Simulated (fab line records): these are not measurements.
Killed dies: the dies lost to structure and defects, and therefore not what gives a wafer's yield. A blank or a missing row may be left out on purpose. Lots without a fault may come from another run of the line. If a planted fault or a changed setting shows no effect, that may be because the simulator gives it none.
fab line records | flow n5Finfet
record lots=9 wafers=27 lastDay=17
route steps=1938 shown FIN_SAQP@141 FIN_CUT@165 BEOL_M4@1111 PASSIVATION@1936
lots that met no fault: taken from a fault-free run of the same line
startH: hours from the record's opening day to when the first of the lot's shown wafers began | waitH: hours elapsed since this lot's preceding step | " same as the row above | L1.1+2: a single row standing in for several wafers | - no value, or no start given | * or withheld: withheld | < > ~ a bound
route shown NAME@n: a module of which the file shows steps, and the number in the route of the first | usual: mean and standard deviation over wafers with no fault | same: alike in all rows | chamber/n: place in a boat | sites: each site's reading | _std_site: the standard deviation of these | _edge_site: the outer-site mean with the inner-site mean subtracted | radiusMm: how far each site lies from the wafer's centre | mask NAME#n: copy n | behind: the last tool/chamber to shape the wafer | hold: what put the lot on hold/how long, in hours/how the hold closed | device: transistor that didn't switch, given as n, p or np | end of line: at the end of the route, the tests of the same wafers | a step with no rows: only its recipe | killed: count of dies lost to structure and defects at first sort (not the wafer's yield) | map: the dies of a wafer, with x for killed, . for not killed, _ for no die there
set.NAME: the run value of the setting; set.NAME@STEP: its run value at that earlier step | model.NAME: the simulator's own value behind a step, which no gauge read
one table for each step of the route and one row for each wafer, over a sample of lots
services: the hour from which a tool's chamber was out of use, counted from the record's first day as startH (under 0 if before that day), plus the number of hours and why
## steps
# step N5_FIN_SAQP_CD_MEAS_31
# recipe targetCdNm=8 landingEnergyEv=1000 detector=seInlens polarity=line
# usual cdNm=8.08/0.24
# columns lot.wafer tool chamber startH waitH cdNm
L505.1 cdSem-02 0 25.35 0.1 8.46
L505.2 " 0 " " 7.85
L505.3 " 0 " " 8.15
L507.2 cdSem-01 0 38.29 0.1 7.82
L507.4 " 0 " " 7.71
L507.5 " 0 " " 7.77
L508.3 cdSem-03 0 44.11 0.1 8.13
L508.4 " 0 " " 8.02
L508.6 " 0 " " 8.01
L509.2 cdSem-02 0 50.03 0.1 7.73
L509.4 " 0 " " 8.04
L509.6 " 0 " " 7.81
L516.4 cdSem-01 0 92.26 0.1 7.78
L516.5 " 0 " " 8.10
L516.6 " 0 " " 7.69
L519.3 cdSem-03 0 112.85 0.1 8.04
L519.5 " 0 " " 7.93
L519.6 " 0 " " 8.13
L520.3 cdSem-01 0 120.26 0.1 8.05
L520.5 " 0 " " 7.76
L520.6 " 0 " " 8.06
L524.2 cdSem-01 0 140.51 0.1 7.60
L524.3 " 0 " " 8.22
L524.4 " 0 " " 7.84
L527.2 cdSem-01 0 158.61 0.1 8.18
L527.3 " 0 " " 7.99
L527.5 " 0 " " 8.14
# step N5_FIN_SAQP_ETCH_64
# recipe chemistry=CF4 target=SiO2 targetDepthA=15 ionEnergyEv=350 pressureMtorr=10 icpW=800 biasW=400 cf4FlowSccm=80
# usual drypumpMotorCurrentA=5.5/0.38 oesProductAu=1.00/0.03 rfFwdPowerW=783/3.5 throttleValvePct=21.67/0.23
# columns lot.wafer tool chamber startH waitH drypumpMotorCurrentA oesProductAu rfFwdPowerW rfHoursCounterH throttleValvePct
L505.1 rieSi-06 2 25.66 0.0 5.5 1.02 782 5 21.50
L505.2 " 1 " " 5.4 0.95 789 52 21.90
L505.3 " 0 " " 5.0 1.02 783 190 21.80
L507.2 rieSi-05 1 38.61 0.0 5.9 1.01 785 180 21.57
L507.4 " 3 " " 5.4 1.00 783 69 21.81
L507.5 " 2 " " 5.7 1.02 776 - 21.47
L508.3 rieSi-06 0 44.42 0.0 5.0 1.02 787 190 21.79
L508.4 " 3 " " 5.6 1.01 779 124 21.39
L508.6 " 0 " " 5.0 1.02 788 - 21.79
L509.2 rieSi-06 1 50.34 0.0 5.5 0.95 793 53 21.88
L509.4 " 0 " " 5.0 1.03 784 190 21.81
L509.6 " 0 " " 5.0 1.02 788 - 21.80
L516.4 rieSi-05 0 92.57 0.0 6.4 0.95 777 154 22.12
L516.5 " 3 " " 5.4 1.00 779 - 21.82
L516.6 " 0 " " 6.4 0.97 778 - 22.12
L519.3 rieSi-06 3 113.63 0.0 5.6 1.00 784 125 21.40
L519.5 " 1 " " 5.5 0.95 790 - 21.90
L519.6 " 0 " " 5.0 1.03 790 - 21.82
L520.3 rieSi-06 3 120.67 0.0 5.6 1.00 780 125 21.41
L520.5 " 0 " " 5.0 1.04 788 - 21.80
L520.6 " 3 " " 5.6 1.01 779 - 21.39
L524.2 rieSi-05 1 141.44 0.0 6.0 1.02 783 182 21.60
L524.3 " 0 " " 6.4 0.97 781 155 22.11
L524.4 " 2 " " 5.7 1.01 779 108 21.46
L527.2 rieSi-02 3 158.92 0.0 6.1 0.98 782 85 21.32
L527.3 " 2 " " 5.1 0.96 782 135 21.41
L527.5 " 3 " " 6.1 0.98 786 - 21.33
# step N5_FIN_SAQP_FIN_ETCH_36
# recipe chemistry=HBr/Cl2/O2 targetDepthA=1200 maskMaterial=SiNx timeS=50.4 biasW=102 pressureMtorr=10 icpW=800 HBr_flow_sccm=150 Cl2_flow_sccm=80 O2_flow_sccm=12
# usual drypumpMotorCurrentA=5.6/0.38 oesProductAu=0.998/0.026 rfFwdPowerW=796.0/2.5 throttleValvePct=35.9/0.46
# columns lot.wafer tool chamber startH waitH drypumpMotorCurrentA oesProductAu rfFwdPowerW rfHoursCounterH throttleValvePct
L505.1 rieSi-06 2 25.68 0.0 5.5 1.020 792.0 5 35.5
L505.2 " 1 " " 5.5 0.945 796.3 52 36.4
L505.3 " 0 " " 5.0 1.011 793.5 190 36.2
L507.2 rieSi-05 1 38.63 0.0 6.0 1.021 798.0 180 35.7
L507.4 " 3 " " 5.4 0.990 792.6 69 36.5
L507.5 " 2 " " 5.8 1.015 792.8 - 36.0
L508.3 rieSi-06 0 44.44 0.0 5.0 1.013 800.1 190 36.2
L508.4 " 3 " " 5.6 1.002 793.1 124 35.2
L508.6 " 0 " " 5.0 1.015 798.9 - 36.2
L509.2 rieSi-06 1 50.36 0.0 5.5 0.960 797.1 53 36.4
L509.4 " 0 " " 5.0 1.017 797.0 190 36.2
L509.6 " 0 " " 5.0 1.019 797.4 - 36.2
L516.4 rieSi-05 0 92.59 0.0 6.4 0.980 795.2 154 36.6
L516.5 " 3 " " 5.4 0.981 791.9 - 36.5
L516.6 " 0 " " 6.4 0.981 796.2 - 36.7
L519.3 rieSi-06 3 113.65 0.0 5.6 1.001 796.8 125 35.2
L519.5 " 1 " " 5.5 0.959 795.1 - 36.4
L519.6 " 0 " " 5.0 1.022 794.8 - 36.2
L520.3 rieSi-06 3 120.69 0.0 5.6 0.997 793.1 125 35.2
L520.5 " 0 " " 5.0 1.019 798.8 - 36.2
L520.6 " 3 " " 5.6 1.002 792.6 - 35.3
L524.2 rieSi-05 1 141.46 0.0 6.0 1.014 795.4 182 35.7
L524.3 " 0 " " 6.4 0.970 795.6 155 36.7
L524.4 " 2 " " 5.8 0.997 794.3 108 36.0
L527.2 rieSi-02 3 158.94 0.0 6.2 0.985 794.2 85 35.4
L527.3 " 2 " " 5.1 0.976 793.3 135 35.6
L527.5 " 3 " " 6.1 0.970 794.7 - 35.4
# step N5_FIN_SAQP_OCD_MEAS_76
# usual trenchDepthNm=119.8/2.7
# columns lot.wafer tool chamber startH waitH trenchDepthNm
L505.1 ocd-01 - 25.90 0.0 125.2
L505.2 " - " " 116.5
L505.3 " - " " 119.7
L507.2 ocd-01 - 38.85 0.0 120.0
L507.4 " - " " 118.9
L507.5 " - " " 119.6
L508.3 ocd-01 - 44.66 0.0 119.7
L508.4 " - " " 119.8
L508.6 " - " " 120.9
L509.2 ocd-01 - 50.58 0.0 117.8
L509.4 " - " " 121.0
L509.6 " - " " 121.3
L516.4 ocd-02 - 92.81 0.0 117.8
L516.5 " - " " 119.4
L516.6 " - " " 117.4
L519.3 ocd-01 - 113.87 0.0 119.9
L519.5 " - " " 117.2
L519.6 " - " " 120.2
L520.3 ocd-01 - 120.91 0.0 119.0
L520.5 " - " " 120.5
L520.6 " - " " 119.2
L524.2 ocd-02 - 141.68 0.0 119.2
L524.3 " - " " 117.1
L524.4 " - " " 117.1
L527.2 ocd-02 - 159.18 0.0 119.4
L527.3 " - " " 119.0
L527.5 " - " " 117.3
# step N5_FIN_SAQP_INSPECT_40
# recipe inspectInstrument=brightfield mode=aei
# usual rawDefectCount=233/71
# columns lot.wafer tool chamber startH waitH rawDefectCount
L505.1 defectInspect-02 - 25.93 0.0 357
L505.2 " - " " 202
L505.3 " - " " 398
L507.2 defectInspect-02 - 38.88 0.0 217
L507.4 " - " " 224
L507.5 " - " " 283
L508.3 defectInspect-02 - 44.69 0.0 253
L508.4 " - " " 194
L508.6 " - " " 361
L509.2 defectInspect-01 - 50.61 0.0 170
L509.4 " - " " 221
L509.6 " - " " 288
L516.4 defectInspect-01 - 92.84 0.0 217
L516.5 " - " " 146
L516.6 " - " " 307
L519.3 defectInspect-01 - 113.90 0.0 787
L519.5 " - " " 218
L519.6 " - " " 133
L520.3 defectInspect-02 - 120.94 0.0 875
L520.5 " - " " 184
L520.6 " - " " 877
L524.2 defectInspect-02 - 141.71 0.0 213
L524.3 " - " " 230
L524.4 " - " " 160
L527.2 defectInspect-02 - 159.21 0.0 195
L527.3 " - " " 236
L527.5 " - " " 300
# step N5_FIN_CUT_INSPECT_10
# recipe mode=adi inspectInstrument=brightfield
# usual rawDefectCount=42/12
# columns lot.wafer tool chamber startH waitH rawDefectCount
L505.1 defectInspect-02 - 26.45 0.1 48
L505.2 " - " " 37
L505.3 " - " " 68
L507.2 defectInspect-02 - 39.39 0.0 56
L507.4 " - " " 40
L507.5 " - " " 51
L508.3 defectInspect-01 - 45.21 0.0 42
L508.4 " - " " 30
L508.6 " - " " 55
L509.2 defectInspect-01 - 51.12 0.0 28
L509.4 " - " " 49
L509.6 " - " " 43
L516.4 defectInspect-01 - 93.23 0.0 43
L516.5 " - " " 25
L516.6 " - " " 41
L519.3 defectInspect-02 - 114.42 0.0 673
L519.5 " - " " 39
L519.6 " - " " 37
L520.3 defectInspect-01 - 121.45 0.0 719
L520.5 " - " " 27
L520.6 " - " " 685
L524.2 defectInspect-01 - 142.10 0.0 39
L524.3 " - " " 35
L524.4 " - " " 44
L527.2 defectInspect-01 - 159.61 0.0 40
L527.3 " - " " 36
L527.5 " - " " 38
# step N5_BEOL_M4_RC_MEAS_101
# usual DIBL_N=36.2/2.4 DIBL_P=36.2/2.6 IOFF_N=0.16/0.045 IOFF_P=0.21/0.046 ION_N=674/17 ION_P=463/11 SS_N=71.5/0.77 SS_P=73.1/0.76 VT_N=250/3.9 VT_P=-250/3.9
# columns lot.wafer tool chamber startH waitH DIBL_N[mV/V] DIBL_P[mV/V] IOFF_N[nA/um] IOFF_P[nA/um] ION_N[uA/um] ION_P[uA/um] SS_N[mV/dec] SS_P[mV/dec] VT_N[mV] VT_P[mV]
L505.1 prober-02 0 165.46 0.0 39.4 39.7 0.20 0.27 685 474 72.3 73.8 249 -244
L505.2 " 0 " " 37.9 38.3 0.16 0.24 692 480 71.5 72.9 249 -249
L505.3 " 0 " " 40.5 40.5 0.22 0.30 695 473 71.9 74.1 247 -245
L507.2 prober-01 0 165.86 0.2 34.6 37.3 0.13 0.16 646 439 71.7 73.4 258 -258
L507.4 " 0 " " 32.8 36.1 0.12 0.15 677 470 71.7 72.2 253 -257
L507.5 " 0 " " 31.4 34.6 0.10 0.14 658 457 70.6 72.7 255 -258
L508.3 prober-01 0 178.94 0.3 36.5 38.4 0.18 0.25 678 464 71.1 73.2 247 -246
L508.4 " 0 " " 37.6 38.5 0.20 0.26 701 476 71.8 73.6 245 -246
L508.6 " 0 " " 35.0 35.3 0.13 0.19 649 453 70.9 72.6 255 -250
L509.2 prober-01 0 185.97 0.2 37.8 36.7 0.15 0.17 669 445 72.4 73.7 253 -258
L509.4 " 0 " " 38.2 37.9 0.16 0.20 678 464 71.1 74.5 250 -256
L509.6 " 0 " " 36.8 35.4 0.12 0.16 644 438 72.1 73.0 257 -257
L516.4 prober-01 0 248.01 0.5 34.0 34.1 0.12 0.19 670 472 70.7 72.3 253 -249
L516.5 " 0 " " 34.9 35.0 0.13 0.20 666 468 70.3 72.8 253 -247
L516.6 " 0 " " 33.6 33.5 0.12 0.19 670 471 70.2 72.8 252 -250
L519.3 prober-01 0 254.58 0.3 39.9 39.5 0.23 0.33 676 469 73.1 74.4 246 -244
L519.5 " 0 " " 36.7 35.6 0.16 0.24 674 469 71.7 73.7 250 -247
L519.6 " 0 " " 36.6 35.2 0.16 0.24 696 476 71.7 73.8 250 -246
L520.3 prober-01 0 257.52 0.3 35.7 38.0 0.18 0.21 688 468 71.6 73.2 247 -251
L520.5 " 0 " " 34.6 36.0 0.16 0.18 691 468 71.2 72.8 248 -252
L520.6 " 0 " " 36.0 37.9 0.16 0.20 665 458 71.8 73.8 250 -252
L524.2 prober-01 0 292.24 0.2 34.2 33.9 0.14 0.18 684 469 70.8 72.9 252 -252
L524.3 " 0 " " 37.1 35.9 0.18 0.22 680 471 71.7 73.4 252 -249
L524.4 " 0 " " 35.1 34.9 0.14 0.21 660 455 72.4 72.9 251 -246
L527.2 prober-02 0 309.45 0.2 35.4 35.4 0.14 0.22 663 456 70.9 73.0 250 -248
L527.3 " 0 " " 33.3 32.2 0.10 0.17 647 452 70.8 72.6 258 -251
L527.5 " 0 " " 34.5 34.5 0.13 0.21 674 474 71.5 72.9 255 -250
# step N5_PASSIVATION_PROBE_49
# usual defectLimitedYield=91.2/1.4 killed_at_M0_to_M3=33/9.5 killed_at_M4_up=13/4.7 killedAtContacts=11/5.3 killedAtFrontEnd=42/12 killedAtOther=5/3.3 killedDies=104/17 killedOnRim=14/4 killedOpen=67/12 killedShort=33/7.7 sort_bin_5_function=5.1/0.94 sort_bin_6_memory=3.3/0.67 sort_bin_8_speed=0.1/1.3 sortNPass=1074/24 sortYieldPct=91.1/2
# same grossDies=1180 killedAtBackSide=0 sort_bin_4_leakage[%]=0
# columns lot.wafer tool chamber startH waitH defectLimitedYield[%] killed_at_M0_to_M3 killed_at_M4_up killedAtContacts killedAtFrontEnd killedAtOther killedDies killedOnRim killedOpen killedShort sort_bin_5_function[%] sort_bin_6_memory[%] sort_bin_8_speed[%] sortNPass sortYieldPct[%]
L516.4 prober-02 - 357.10 0.2 88.7 58 16 9 48 2 133 13 87 42 6.3 4.7 0 1047 88.7
L516.5 prober-02 - 357.15 0.2 90.3 46 15 19 25 9 114 10 67 41 5.8 3.4 0 1066 90.3
L516.6 prober-02 - 357.20 0.3 90.4 40 9 12 51 1 113 17 74 36 4.6 4.5 0 1067 90.4
L519.3 prober-01 - 376.74 0.1 79.3 53 20 10 161 0 244 19 80 43 13.9 4.7 0 936 79.3
L519.5 prober-01 - 376.84 0.2 90.8 38 21 16 31 2 108 10 70 37 6.4 2.5 0 1072 90.8
L519.6 prober-01 - 376.89 0.3 91.9 43 20 8 23 2 96 17 62 27 3.9 3.3 0 1084 91.9
L520.3 prober-02 - 388.14 0.1 78.5 40 11 13 186 4 254 24 80 29 13.2 5.3 0 926 78.5
L520.5 prober-02 - 388.24 0.2 92.9 30 15 7 26 6 84 10 50 33 4.2 2.6 0 1096 92.9
L520.6 prober-02 - 388.29 0.3 82.5 30 15 10 144 7 206 20 49 23 11.7 3.1 0 974 82.5
# killed by level:class
L516.4 STI_FIN_REVEAL:geometricParticle:open=17 BEOL_M0_SAQP:geometricParticle:open=16 BEOL_M0_SAQP:geometricParticle:short=13 FIN_SAQP:geometricParticle:open=7 BEOL_M4:geometricParticle:open=7 MOL_CONTACT_COAG:geometricParticle:open=7 STI_FIN_REVEAL:geometricParticle:short=7 STARTING-WAFER:geometricParticle:open=7
L516.5 MOL_CONTACT_COAG:geometricParticle:open=13 BEOL_M3:geometricParticle:short=11 STI_FIN_REVEAL:geometricParticle:open=10 BEOL_M0_SAQP:geometricParticle:open=10 BEOL_M0_SAQP:geometricParticle:short=8 BEOL_M1:geometricParticle:open=8 MOL_CONTACT_COAG:geometricParticle:short=6 PASS1_DEP:geometricParticle:open=5
L516.6 STI_FIN_REVEAL:geometricParticle:open=20 FIN_SAQP:geometricParticle:open=10 MOL_CONTACT_COAG:geometricParticle:open=9 BEOL_M0_SAQP:geometricParticle:short=7 BEOL_M2:geometricParticle:open=7 BEOL_M0_SAQP:geometricParticle:open=5 BEOL_M1:geometricParticle:short=5 BEOL_M3:geometricParticle:open=5
L519.3 FIN_SAQP:unspecified=121 BEOL_M0_SAQP:geometricParticle:short=13 BEOL_M0:geometricParticle:open=11 BEOL_M1:geometricParticle:open=10 MOL_CONTACT_COAG:geometricParticle:open=10 BEOL_M4:geometricParticle:open=10 STI_FIN_REVEAL:geometricParticle:open=8 ILD0:geometricParticle:short=8
L519.5 MOL_CONTACT_COAG:geometricParticle:open=13 ILD0:geometricParticle:short=9 BEOL_M0_SAQP:geometricParticle:open=9 BEOL_M0_SAQP:geometricParticle:short=8 BEOL_M2:geometricParticle:open=7 BEOL_M4:geometricParticle:open=7 FIN_SAQP:geometricParticle:short=6 BEOL_M5:geometricParticle:open=6
L519.6 BEOL_M0_SAQP:geometricParticle:short=11 BEOL_M4:geometricParticle:open=10 BEOL_M0_SAQP:geometricParticle:open=9 MOL_CONTACT_COAG:geometricParticle:open=7 BEOL_M1:geometricParticle:open=7 BEOL_M2:geometricParticle:open=6 HKMG_FIN:areaEtch=5 STI_FIN_REVEAL:geometricParticle:open=4
L520.3 FIN_SAQP:unspecified=144 STI_FIN_REVEAL:geometricParticle:open=16 BEOL_M2:geometricParticle:open=13 MOL_CONTACT_COAG:geometricParticle:open=10 BEOL_M4:geometricParticle:open=8 BEOL_M3:geometricParticle:open=6 FIN_SAQP:geometricParticle:open=5 DUMMY_GATE:geometricParticle:open=4
L520.5 BEOL_M2:geometricParticle:open=8 FIN_SAQP:geometricParticle:short=7 BEOL_M0_SAQP:geometricParticle:short=7 BEOL_M4:geometricParticle:open=7 STI_FIN_REVEAL:geometricParticle:open=6 BEOL_M0_SAQP:geometricParticle:open=5 FIN_SAQP:geometricParticle:open=4 MOL_CONTACT_COAG:geometricParticle:short=4
L520.6 FIN_SAQP:unspecified=129 BEOL_M2:geometricParticle:open=8 BEOL_M0_SAQP:geometricParticle:open=8 MOL_CONTACT_COAG:geometricParticle:open=7 BEOL_M4:geometricParticle:open=7 FIN_SAQP:geometricParticle:open=5 BEOL_M0_SAQP:geometricParticle:short=5 MOL_CONTACT_COAG:geometricParticle:short=3
## services
# columns tool chamber startH hours kind
rieSi-05 - 13.80 14.6 pm
rieSi-06 - 127.21 2.8 pm
rieSi-06 3 130.57 2.3 repair
rieSi-02 - 141.58 14.6 pm
rieSi-02 - 158.22 0.3 repair
## key
firstSign step=N5_FIN_SAQP_INSPECT_40 reading=rawDefectCount direction=up sigmas=8.6 usual=233 struck=846
effect step=N5_FIN_CUT_INSPECT_10 reading=rawDefectCount direction=up sigmas=52 usual=42 struck=692
effect step=N5_PASSIVATION_PROBE_49 reading=killedAtFrontEnd direction=up sigmas=9.7 usual=42 struck=164
moreKillsBornAt N5_FIN_SAQP_ETCH_64@rieSi-06=394
metAt N5_FIN_SAQP_ETCH_64
struckLots L519,L520
struckWafers L519.3,L520.3,L520.6
notActingAt N5_FIN_SAQP_CD_MEAS_31,N5_FIN_SAQP_FIN_ETCH_36,N5_FIN_SAQP_OCD_MEAS_76
onsetBetween 44.42 113.63
fault kind=chamberParticleSource tool=rieSi-06 chamber=3 onsetH=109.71 steps=N5_FIN_SAQP_ETCH_64 ratePerVisitCm2=1.0296 endH=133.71
